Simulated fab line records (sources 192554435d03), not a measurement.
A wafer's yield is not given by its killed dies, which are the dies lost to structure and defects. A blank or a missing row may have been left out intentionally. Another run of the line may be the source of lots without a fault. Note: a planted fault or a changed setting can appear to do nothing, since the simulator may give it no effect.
fab line records    flow n5_finfet
record lots=24  wafers=72  last_day=18
route steps=1938 shown BEOL_M12@1652 BEOL_M13@1669 BEOL_M14@1730
lots with no fault: from the same line, run without faults
start_h: the number of hours between the record's first day and the start of the first shown wafer of the lot    wait_h: how many hours have passed since the lot's step before this one    " repeats the value in the row above    L1.1+2: a single row standing in for several wafers    - no value, or no start was given    * or withheld: withheld    < > ~ a bound
route shown NAME@n: names a module that has steps shown in the file, with the first one's number in the route    usual: the fault-free wafers' mean and standard deviation    same: alike in all rows    chamber/n: place in a boat    sites: per-site readings    _std_site: their standard deviation    _edge_site: the outer-site mean with the inner-site mean subtracted    radius_mm: how far each site lies from the wafer's centre    mask NAME#n: copy n    behind: the tool/chamber that last shaped the wafer    hold: what put the lot on hold/how long, in hours/how the hold closed    device: the n, p or np transistor that did not switch    end of line: the tests these same wafers got at the end of their route    a step with no rows: only its recipe    killed: count of dies lost to structure and defects at first sort (not the wafer's yield)    map: a wafer's dies, x killed, . not, _ none there
set.NAME: the setting that was run; set.NAME@STEP: the one run at that earlier step    model.NAME: the simulator's own value behind a step, which no gauge read
a sample of lots followed through the steps of the route, with each step as a table and each wafer as a row
services: a tool's chamber out of use, with start hour (start_h, from the record's first day; less than 0 if before it), hours out, and reason
## steps
# step N5_BEOL_M12_ANNEAL_48
# recipe temp_c=225  time_s=90  ambient=N2
# usual wafer_temp_C_max=226.28/0.28
lot.wafer  tool           chamber  start_h  wait_h  wafer_temp_C_max
L076.2     rtp_anneal-01  0        241.38   0.3     226.17
L076.3     "              0        "        "       225.94
L076.4     "              0        "        "       226.20
L075.3     rtp_anneal-01  0        247.30   0.3     226.36
L075.4     "              0        "        "       226.19
L075.5     "              0        "        "       226.35
L074.4     rtp_anneal-01  0        247.88   0.3     226.21
L074.5     "              0        "        "       226.48
L074.6     "              0        "        "       227.51
L077.3     rtp_anneal-02  0        251.99   0.2     225.91
L077.4     "              0        "        "       226.48
L077.5     "              0        "        "       226.39
L078.1     rtp_anneal-01  0        269.39   4.4     226.16
L078.2     "              0        "        "       226.79
L078.4     "              0        "        "       226.25
L080.1     rtp_anneal-01  0        269.66   4.4     226.48
L080.2     "              0        "        "       226.40
L080.5     "              0        "        "       226.36
L079.1     rtp_anneal-01  0        271.91   4.0     226.06
L079.3     "              0        "        "       226.25
L079.4     "              0        "        "       226.15
L081.2     rtp_anneal-01  0        283.24   3.3     226.23
L081.3     "              0        "        "       226.72
L081.6     "              0        "        "       226.19
L083.3     rtp_anneal-01  0        299.36   0.5     226.75
L083.5     "              0        "        "       226.69
L083.6     "              0        "        "       226.37
L084.3     rtp_anneal-01  0        299.63   0.5     225.89
L084.4     "              0        "        "       226.32
L084.6     "              0        "        "       226.77
L082.1     rtp_anneal-01  0        299.99   0.8     226.10
L082.4     "              0        "        "       226.40
L082.5     "              0        "        "       226.44
L085.1     rtp_anneal-02  0        312.02   3.4     226.03
L085.3     "              0        "        "       226.23
L085.5     "              0        "        "       226.20
L086.1     rtp_anneal-01  0        331.87   0.1     226.35
L086.2     "              0        "        "       226.97
L086.6     "              0        "        "       226.21
L087.1     rtp_anneal-01  0        332.14   0.2     225.77
L087.5     "              0        "        "       225.99
L087.6     "              0        "        "       226.04
L089.3     rtp_anneal-02  0        349.63   0.2     226.25
L089.5     "              0        "        "       226.05
L089.6     "              0        "        "       225.90
L088.1     rtp_anneal-01  0        349.98   0.2     227.00
L088.2     "              0        "        "       226.58
L088.5     "              0        "        "       226.87
L093.1     rtp_anneal-02  0        358.28   0.1     226.25
L093.2     "              0        "        "       226.27
L093.6     "              0        "        "       226.08
L090.1     rtp_anneal-02  0        359.22   0.3     225.61
L090.4     "              0        "        "       225.90
L090.5     "              0        "        "       226.03
L091.2     rtp_anneal-02  0        364.22   0.5     226.40
L091.3     "              0        "        "       226.25
L091.5     "              0        "        "       226.51
L092.1     rtp_anneal-01  0        366.64   0.1     226.30
L092.4     "              0        "        "       226.11
L092.6     "              0        "        "       226.70
L094.3     rtp_anneal-01  0        372.82   0.2     225.92
L094.4     "              0        "        "       226.20
L094.6     "              0        "        "       226.32
L095.1     rtp_anneal-02  0        373.85   0.1     226.16
L095.5     "              0        "        "       226.24
L095.6     "              0        "        "       226.43
L097.3     rtp_anneal-01  0        393.07   0.2     226.36
L097.4     "              0        "        "       226.24
L097.6     "              0        "        "       226.39
L096.1     rtp_anneal-02  0        394.45   0.3     226.15
L096.2     "              0        "        "       226.20
L096.4     "              0        "        "       225.96
# step N5_BEOL_M12_RS_MEAS_54
# recipe thk_meas_gauge=four-point-probe  reads=Cu_of_BEOL_M12_ECD_47+Ta_of_BEOL_M12_SPUTTER_44+TaN_of_BEOL_M12_SPUTTER_43
# usual M12_RS=0.0608/0.0012
lot.wafer  tool           chamber  start_h  wait_h  M12_RS[ohm/sq]
L076.2     film_metro-01  -        242.05   0.0     0.0610
L076.3     "              -        "        "       0.0582
L076.4     "              -        "        "       0.0602
L075.3     film_metro-01  -        247.92   0.0     0.0606
L075.4     "              -        "        "       0.0591
L075.5     "              -        "        "       0.0586
L074.4     film_metro-01  -        248.47   0.0     0.0618
L074.5     "              -        "        "       0.0613
L074.6     "              -        "        "       0.0600
L077.3     film_metro-01  -        252.62   0.0     0.0603
L077.4     "              -        "        "       0.0593
L077.5     "              -        "        "       0.0591
L078.1     film_metro-02  -        270.11   0.0     0.0618
L078.2     "              -        "        "       0.0622
L078.4     "              -        "        "       0.0598
L080.1     film_metro-01  -        270.39   0.0     0.0620
L080.2     "              -        "        "       0.0604
L080.5     "              -        "        "       0.0621
L079.1     film_metro-01  -        272.63   0.0     0.0604
L079.3     "              -        "        "       0.0621
L079.4     "              -        "        "       0.0614
L081.2     film_metro-02  -        283.94   0.1     0.0624
L081.3     "              -        "        "       0.0617
L081.6     "              -        "        "       0.0616
L083.3     film_metro-02  -        299.99   0.0     0.0610
L083.5     "              -        "        "       0.0598
L083.6     "              -        "        "       0.0614
L084.3     film_metro-01  -        300.26   0.0     0.0615
L084.4     "              -        "        "       0.0598
L084.6     "              -        "        "       0.0617
L082.1     film_metro-01  -        300.72   0.0     0.0600
L082.4     "              -        "        "       0.0613
L082.5     "              -        "        "       0.0612
L085.1     film_metro-02  -        312.74   0.0     0.0628
L085.3     "              -        "        "       0.0623
L085.5     "              -        "        "       0.0622
L086.1     film_metro-02  -        332.59   0.0     0.0627
L086.2     "              -        "        "       0.0576
L086.6     "              -        "        "       0.0607
L087.1     film_metro-01  -        332.86   0.0     0.0609
L087.5     "              -        "        "       0.0608
L087.6     "              -        "        "       0.0614
L089.3     film_metro-02  -        350.25   0.0     0.0582
L089.5     "              -        "        "       0.0583
L089.6     "              -        "        "       0.0606
L088.1     film_metro-02  -        350.70   0.0     0.0607
L088.2     "              -        "        "       0.0606
L088.5     "              -        "        "       0.0609
L093.1     film_metro-01  -        359.02   0.0     0.0601
L093.2     "              -        "        "       0.0581
L093.6     "              -        "        "       0.0578
L090.1     film_metro-02  -        359.97   0.1     0.0601
L090.4     "              -        "        "       0.0614
L090.5     "              -        "        "       0.0603
L091.2     film_metro-02  -        364.93   0.1     0.0619
L091.3     "              -        "        "       0.0617
L091.5     "              -        "        "       0.0606
L092.1     film_metro-01  -        367.37   0.0     0.0622
L092.4     "              -        "        "       0.0581
L092.6     "              -        "        "       0.0618
L094.3     film_metro-01  -        373.46   0.0     0.0595
L094.4     "              -        "        "       0.0600
L094.6     "              -        "        "       0.0597
L095.1     film_metro-02  -        374.56   0.0     0.0614
L095.5     "              -        "        "       0.0620
L095.6     "              -        "        "       0.0606
L097.3     film_metro-01  -        393.70   0.0     0.0617
L097.4     "              -        "        "       0.0605
L097.6     "              -        "        "       0.0613
L096.1     film_metro-01  -        395.28   0.1     0.0610
L096.2     "              -        "        "       0.0612
L096.4     "              -        "        "       0.0608
# step N5_BEOL_M13_CD_MEAS_10
# recipe target_cd_nm=190  landing_energy_ev=500  detector=se_inlens  polarity=opening
# usual cd_nm=189.5/1.5
lot.wafer  tool       chamber  start_h  wait_h  cd_nm
L076.2     cd_sem-03  0        242.69   -       189.8
L076.3     "          0        "        "       190.1
L076.4     "          0        "        "       188.4
L075.3     cd_sem-01  0        248.44   -       190.9
L075.4     "          0        "        "       188.6
L075.5     "          0        "        "       189.3
L074.4     cd_sem-03  0        249.11   -       191.5
L074.5     "          0        "        "       189.7
L074.6     "          0        "        "       192.2
L077.3     cd_sem-03  0        253.27   -       190.6
L077.4     "          0        "        "       191.1
L077.5     "          0        "        "       193.1
L078.1     cd_sem-01  0        270.62   -       187.2
L078.2     "          0        "        "       188.2
L078.4     "          0        "        "       188.6
L080.1     cd_sem-01  0        270.91   -       191.4
L080.2     "          0        "        "       187.7
L080.5     "          0        "        "       188.9
L079.1     cd_sem-02  0        273.27   -       189.5
L079.3     "          0        "        "       192.1
L079.4     "          0        "        "       189.8
L081.2     cd_sem-02  0        284.58   -       188.7
L081.3     "          0        "        "       188.8
L081.6     "          0        "        "       188.6
L083.3     cd_sem-01  0        300.63   -       189.4
L083.5     "          0        "        "       191.0
L083.6     "          0        "        "       188.0
L084.3     cd_sem-02  0        300.78   -       189.5
L084.4     "          0        "        "       191.2
L084.6     "          0        "        "       191.0
L082.1     cd_sem-02  0        301.42   -       190.5
L082.4     "          0        "        "       191.8
L082.5     "          0        "        "       188.5
L085.1     cd_sem-01  0        313.26   -       190.2
L085.3     "          0        "        "       190.4
L085.5     "          0        "        "       188.3
L086.1     cd_sem-03  0        333.11   -       188.4
L086.2     "          0        "        "       189.2
L086.6     "          0        "        "       188.0
L087.1     cd_sem-02  0        333.50   -       190.0
L087.5     "          0        "        "       188.9
L087.6     "          0        "        "       188.9
L089.3     cd_sem-03  0        350.90   -       186.9
L089.5     "          0        "        "       188.3
L089.6     "          0        "        "       187.2
L088.1     cd_sem-02  0        351.34   -       191.3
L088.2     "          0        "        "       190.4
L088.5     "          0        "        "       190.1
L093.1     cd_sem-01  0        359.67   -       189.3
L093.2     "          0        "        "       189.4
L093.6     "          0        "        "       188.4
L090.1     cd_sem-03  0        360.49   -       188.8
L090.4     "          0        "        "       190.2
L090.5     "          0        "        "       187.9
L091.2     cd_sem-03  0        365.58   -       188.0
L091.3     "          0        "        "       189.6
L091.5     "          0        "        "       188.9
L092.1     cd_sem-01  0        367.89   -       187.6
L092.4     "          0        "        "       188.0
L092.6     "          0        "        "       189.9
L094.3     cd_sem-02  0        373.98   -       191.7
L094.4     "          0        "        "       187.9
L094.6     "          0        "        "       190.8
L095.1     cd_sem-02  0        375.08   -       189.3
L095.5     "          0        "        "       191.0
L095.6     "          0        "        "       187.8
L097.3     cd_sem-01  0        394.34   -       188.4
L097.4     "          0        "        "       187.6
L097.6     "          0        "        "       187.8
L096.1     cd_sem-02  0        395.80   -       188.0
L096.2     "          0        "        "       188.3
L096.4     "          0        "        "       188.6
# step N5_BEOL_M13_INSPECT_12
# recipe mode=adi  inspect_instrument=macro
# usual raw_defect_count=1.9/1.4
lot.wafer  tool               chamber  start_h  wait_h  raw_defect_count
L076.2     defect_inspect-01  -        242.75   0.0     2
L076.3     "                  -        "        "       0
L076.4     "                  -        "        "       2
L075.3     defect_inspect-02  -        248.50   0.0     4
L075.4     "                  -        "        "       1
L075.5     "                  -        "        "       2
L074.4     defect_inspect-02  -        249.16   0.0     0
L074.5     "                  -        "        "       1
L074.6     "                  -        "        "       1
L077.3     defect_inspect-02  -        253.32   0.0     1
L077.4     "                  -        "        "       1
L077.5     "                  -        "        "       2
L078.1     defect_inspect-01  -        270.68   0.0     4
L078.2     "                  -        "        "       6
L078.4     "                  -        "        "       2
L080.1     defect_inspect-01  -        270.96   0.0     2
L080.2     "                  -        "        "       5
L080.5     "                  -        "        "       1
L079.1     defect_inspect-01  -        273.32   0.0     2
L079.3     "                  -        "        "       1
L079.4     "                  -        "        "       2
L081.2     defect_inspect-01  -        284.63   0.0     3
L081.3     "                  -        "        "       0
L081.6     "                  -        "        "       3
L083.3     defect_inspect-01  -        300.69   0.0     1
L083.5     "                  -        "        "       1
L083.6     "                  -        "        "       1
L084.3     defect_inspect-01  -        300.83   0.0     3
L084.4     "                  -        "        "       2
L084.6     "                  -        "        "       2
L082.1     defect_inspect-01  -        301.47   0.0     0
L082.4     "                  -        "        "       3
L082.5     "                  -        "        "       1
L085.1     defect_inspect-01  -        313.31   0.0     1
L085.3     "                  -        "        "       1
L085.5     "                  -        "        "       1
L086.1     defect_inspect-01  -        333.16   0.0     3
L086.2     "                  -        "        "       2
L086.6     "                  -        "        "       3
L087.1     defect_inspect-01  -        333.56   0.0     1
L087.5     "                  -        "        "       1
L087.6     "                  -        "        "       2
L089.3     defect_inspect-01  -        350.95   0.0     2
L089.5     "                  -        "        "       2
L089.6     "                  -        "        "       3
L088.1     defect_inspect-02  -        351.39   0.0     3
L088.2     "                  -        "        "       1
L088.5     "                  -        "        "       2
L093.1     defect_inspect-01  -        359.72   0.0     0
L093.2     "                  -        "        "       0
L093.6     "                  -        "        "       2
L090.1     defect_inspect-02  -        360.54   0.0     1
L090.4     "                  -        "        "       3
L090.5     "                  -        "        "       1
L091.2     defect_inspect-02  -        365.63   0.0     0
L091.3     "                  -        "        "       2
L091.5     "                  -        "        "       0
L092.1     defect_inspect-01  -        367.94   0.0     4
L092.4     "                  -        "        "       2
L092.6     "                  -        "        "       0
L094.3     defect_inspect-02  -        374.03   0.0     1
L094.4     "                  -        "        "       1
L094.6     "                  -        "        "       1
L095.1     defect_inspect-01  -        375.14   0.0     3
L095.5     "                  -        "        "       3
L095.6     "                  -        "        "       3
L097.3     defect_inspect-01  -        394.39   0.0     5
L097.4     "                  -        "        "       0
L097.6     "                  -        "        "       4
L096.1     defect_inspect-01  -        395.85   0.0     2
L096.2     "                  -        "        "       3
L096.4     "                  -        "        "       2
# step N5_BEOL_M13_THK_MEAS_50
# recipe thk_meas_gauge=xrf  reads=Cu_of_BEOL_M13_ECD_47
# usual M13_THK=419/10
lot.wafer  tool           chamber  start_h  wait_h  M13_THK[nm]
L076.2     film_metro-01  -        248.18   -       399
L076.3     "              -        "        "       409
L076.4     "              -        "        "       418
L075.3     film_metro-02  -        251.86   -       406
L075.4     "              -        "        "       416
L075.5     "              -        "        "       434
L074.4     film_metro-02  -        253.39   -       411
L074.5     "              -        "        "       422
L074.6     "              -        "        "       407
L077.3     film_metro-02  -        257.62   -       412
L077.4     "              -        "        "       407
L077.5     "              -        "        "       413
L080.1     film_metro-01  -        279.40   -       432
L080.2     "              -        "        "       412
L080.5     "              -        "        "       404
L078.1     film_metro-02  -        279.85   -       409
L078.2     "              -        "        "       429
L078.4     "              -        "        "       432
L079.1     film_metro-02  -        281.73   -       427
L079.3     "              -        "        "       411
L079.4     "              -        "        "       437
L081.2     film_metro-01  -        293.09   -       409
L081.3     "              -        "        "       420
L081.6     "              -        "        "       418
L083.3     film_metro-01  -        306.52   -       428
L083.5     "              -        "        "       425
L083.6     "              -        "        "       422
L084.3     film_metro-01  -        312.32   -       410
L084.4     "              -        "        "       399
L084.6     "              -        "        "       401
L082.1     film_metro-01  -        312.36   -       411
L082.4     "              -        "        "       420
L082.5     "              -        "        "       430
L085.1     film_metro-01  -        320.33   -       422
L085.3     "              -        "        "       422
L085.5     "              -        "        "       412
L086.1     film_metro-02  -        338.03   -       421
L086.2     "              -        "        "       421
L086.6     "              -        "        "       425
L087.1     film_metro-01  -        338.14   -       407
L087.5     "              -        "        "       423
L087.6     "              -        "        "       427
L089.3     film_metro-01  -        354.34   -       407
L089.5     "              -        "        "       436
L089.6     "              -        "        "       405
L088.1     film_metro-02  -        355.24   -       421
L088.2     "              -        "        "       421
L088.5     "              -        "        "       428
L093.1     film_metro-02  -        363.94   -       430
L093.2     "              -        "        "       412
L093.6     "              -        "        "       442
L090.1     film_metro-01  -        367.93   -       428
L090.4     "              -        "        "       398
L090.5     "              -        "        "       417
L091.2     film_metro-01  -        369.71   -       406
L091.3     "              -        "        "       425
L091.5     "              -        "        "       409
L092.1     film_metro-01  -        373.94   -       411
L092.4     "              -        "        "       401
L092.6     "              -        "        "       422
L094.3     film_metro-02  -        377.25   -       421
L094.4     "              -        "        "       423
L094.6     "              -        "        "       418
L095.1     film_metro-02  -        382.49   -       409
L095.5     "              -        "        "       417
L095.6     "              -        "        "       423
L097.3     film_metro-02  -        404.39   -       422
L097.4     "              -        "        "       417
L097.6     "              -        "        "       436
L096.1     film_metro-02  -        404.77   -       414
L096.2     "              -        "        "       432
L096.4     "              -        "        "       416
# step N5_BEOL_M14_ETCH_59
# recipe chemistry=N2/H2  target=BARC  target_depth_a=890  overetch_a=267  time_s=67.9  ion_energy_ev=200  pressure_mtorr=30  source_w=840  bias_w=150  n2_flow_sccm=200  h2_flow_sccm=200
# usual drypump_motor_current_A=5.6/0.45  oes_product_au=0.66/0.074  rf_vpp_V=524.3/2.6  showerhead_plenum_p_Torr=2.56/0.092  throttle_valve_pct=17.74/0.28
lot.wafer  tool         chamber  start_h  wait_h  drypump_motor_current_A  oes_product_au  rf_hours_counter_h  rf_vpp_V  showerhead_plenum_p_Torr  throttle_valve_pct
L076.2     rie_diel-05  0        249.11   0.0     5.3                      0.60            204                 523.7     2.51                      17.56
L076.3     "            3        "        "       4.8                      0.59            215                 526.4     2.63                      17.95
L076.4     "            3        "        "       4.8                      0.60            -                   526.7     2.63                      17.93
L075.3     rie_diel-05  3        252.67   0.0     4.8                      0.60            218                 524.9     2.63                      17.93
L075.4     "            3        "        "       4.8                      0.60            -                   526.2     2.63                      17.94
L075.5     "            0        "        "       5.2                      0.60            -                   525.0     2.51                      17.56
L074.4     rie_diel-01  3        254.20   0.0     5.8                      0.74            34                  522.4     2.48                      17.45
L074.5     "            2        "        "       5.6                      0.75            -                   528.0     2.69                      17.38
L074.6     "            1        "        "       5.9                      0.59            -                   526.2     2.61                      18.00
L077.3     rie_diel-03  1        258.43   0.0     5.4                      0.71            53                  522.7     2.46                      17.28
L077.4     "            0        "        "       5.2                      0.73            40                  528.5     2.68                      17.60
L077.5     "            0        "        "       5.2                      0.73            -                   528.4     2.68                      17.59
L080.1     rie_diel-01  0        280.21   0.0     6.0                      0.58            247                 525.9     2.61                      18.06
L080.2     "            2        "        "       5.6                      0.74            49                  530.2     2.69                      17.38
L080.5     "            3        "        "       5.7                      0.73            -                   521.7     2.48                      17.47
L078.1     rie_diel-01  1        280.76   0.0     5.9                      0.59            218                 526.4     2.61                      18.01
L078.2     "            2        "        "       5.6                      0.74            49                  528.0     2.69                      17.39
L078.4     "            0        "        "       6.0                      0.58            247                 525.5     2.61                      18.04
L079.1     rie_diel-05  2        282.66   0.0     6.3                      0.58            227                 521.1     2.42                      18.29
L079.3     "            1        "        "       5.4                      0.60            222                 522.6     2.49                      17.89
L079.4     "            0        "        "       5.3                      0.60            215                 522.8     2.50                      17.58
L081.2     rie_diel-05  1        294.02   0.0     5.4                      0.60            224                 521.9     2.49                      17.91
L081.3     "            2        "        "       6.2                      0.58            231                 520.2     2.42                      18.31
L081.6     "            1        "        "       5.4                      0.60            -                   522.3     2.49                      17.90
L083.3     rie_diel-03  1        307.37   0.0     5.4                      0.69            69                  522.2     2.45                      17.29
L083.5     "            3        "        "       6.4                      0.61            -                   520.6     2.43                      18.24
L083.6     "            2        "        "       4.7                      0.76            -                   521.9     2.49                      17.60
L084.3     rie_diel-05  1        313.44   0.0     5.4                      0.59            231                 524.3     2.48                      17.91
L084.4     "            0        "        "       5.2                      0.59            225                 521.9     2.50                      17.61
L084.6     "            1        "        "       5.4                      0.59            -                   522.9     2.48                      17.90
L082.1     rie_diel-01  2        313.56   0.0     5.6                      0.73            61                  526.9     2.69                      17.40
L082.4     "            3        "        "       5.8                      0.72            54                  522.2     2.47                      17.48
L082.5     "            2        "        "       5.5                      0.73            -                   527.4     2.69                      17.41
L085.1     rie_diel-01  2        321.25   0.0     5.6                      0.73            64                  527.4     2.68                      17.41
L085.3     "            3        "        "       5.7                      0.72            58                  521.9     2.47                      17.48
L085.5     "            2        "        "       5.5                      0.72            -                   528.8     2.68                      17.42
L086.1     rie_diel-05  3        339.13   0.0     4.8                      0.58            245                 524.2     2.62                      18.02
L086.2     "            2        "        "       6.2                      0.58            246                 520.0     2.41                      18.33
L086.6     "            3        "        "       4.8                      0.58            -                   527.0     2.62                      17.99
L087.1     rie_diel-01  2        339.22   0.0     5.5                      0.72            69                  529.4     2.68                      17.43
L087.5     "            2        "        "       5.5                      0.72            -                   527.9     2.68                      17.42
L087.6     "            3        "        "       5.7                      0.70            -                   523.0     2.47                      17.51
L089.3     rie_diel-01  0        355.49   0.0     6.0                      0.77            20                  525.0     2.60                      17.70
L089.5     "            2        "        "       5.6                      0.70            -                   526.7     2.68                      17.43
L089.6     "            3        "        "       5.8                      0.70            -                   521.0     2.46                      17.52
L088.1     rie_diel-05  3        356.16   0.0     4.8                      0.58            251                 526.0     2.62                      17.99
L088.2     "            1        "        "       5.4                      0.59            246                 522.2     2.48                      17.93
L088.5     "            3        "        "       4.8                      0.58            -                   525.9     2.62                      18.00
L093.1     rie_diel-03  1        364.96   0.0     5.4                      0.67            90                  520.7     2.44                      17.34
L093.2     "            3        "        "       6.4                      0.60            195                 520.2     2.42                      18.29
L093.6     "            1        "        "       5.4                      0.68            -                   520.7     2.44                      17.34
L090.1     rie_diel-05  3        368.74   0.0     4.8                      0.57            256                 524.9     2.61                      18.01
L090.4     "            0        "        "       5.2                      0.57            -                   523.0     2.49                      17.62
L090.5     "            3        "        "       4.8                      0.57            -                   524.7     2.61                      18.02
L091.2     rie_diel-01  3        370.64   0.0     5.8                      0.69            79                  521.1     2.46                      17.52
L091.3     "            0        "        "       6.0                      0.76            26                  525.1     2.60                      17.72
L091.5     "            1        "        "       5.9                      0.57            -                   525.6     2.60                      18.07
L092.1     rie_diel-01  0        374.75   0.0     6.0                      0.76            28                  525.3     2.60                      17.72
L092.4     "            2        "        "       5.5                      0.71            83                  527.0     2.68                      17.45
L092.6     "            0        "        "       6.0                      0.76            -                   525.7     2.60                      17.73
L094.3     rie_diel-03  3        378.18   0.0     6.4                      0.61            201                 519.2     2.42                      18.30
L094.4     "            2        "        "       4.7                      0.74            53                  521.6     2.49                      17.65
L094.6     "            0        "        "       5.2                      0.68            -                   527.3     2.66                      17.67
L095.1     rie_diel-01  1        383.61   0.0     5.9                      0.57            247                 526.5     2.59                      18.07
L095.5     "            3        "        "       5.7                      0.68            -                   522.8     2.46                      17.56
L095.6     "            2        "        "       5.6                      0.70            -                   526.6     2.67                      17.46
L097.3     rie_diel-01  3        405.64   0.0     5.7                      0.67            95                  521.4     2.45                      17.56
L097.4     "            0        "        "       6.0                      0.73            -                   525.4     2.59                      17.74
L097.6     "            3        "        "       5.7                      0.67            -                   520.6     2.45                      17.56
L096.1     rie_diel-05  3        405.86   0.0     4.8                      0.80            3                   524.9     2.61                      17.50
L096.2     "            2        "        "       6.2                      0.80            14                  529.3     2.73                      17.76
L096.4     "            0        "        "       5.2                      0.57            -                   522.6     2.48                      17.66
## services
tool           chamber  start_h  hours  kind
rie_diel-05    3        226.98   4.9    repair
rie_diel-01    2        234.02   5.6    repair
rie_diel-05    2        241.81   11.7   repair
rtp_anneal-02  -        260.06   51.6   pm
rie_diel-05    1        284.48   2.8    repair
rie_diel-01    0        288.98   -      clean
rie_diel-01    0        288.98   -      consumable_replace:focus_ring
rie_diel-01    0        288.98   18.9   scheduled_down
rie_diel-01    0        288.98   18.9   vent_cycle
rie_diel-01    1        330.90   18.3   repair
rie_diel-05    1        334.52   2.8    repair
rie_diel-05    2        353.01   -      clean
rie_diel-05    2        353.01   -      consumable_replace:focus_ring
rie_diel-05    2        353.01   -      consumable_replace:showerhead
rie_diel-05    2        353.01   18.7   scheduled_down
rie_diel-05    2        353.01   18.7   vent_cycle
rie_diel-03    2        357.16   20.5   repair
rie_diel-05    3        371.89   -      clean
rie_diel-05    3        371.89   -      consumable_replace:focus_ring
rie_diel-01    0        390.40   5.7    repair
rie_diel-01    1        396.22   -      clean
rie_diel-01    1        396.22   -      consumable_replace:focus_ring
rie_diel-01    1        396.22   18.0   scheduled_down
rie_diel-01    1        396.22   18.0   vent_cycle
## key
fault none
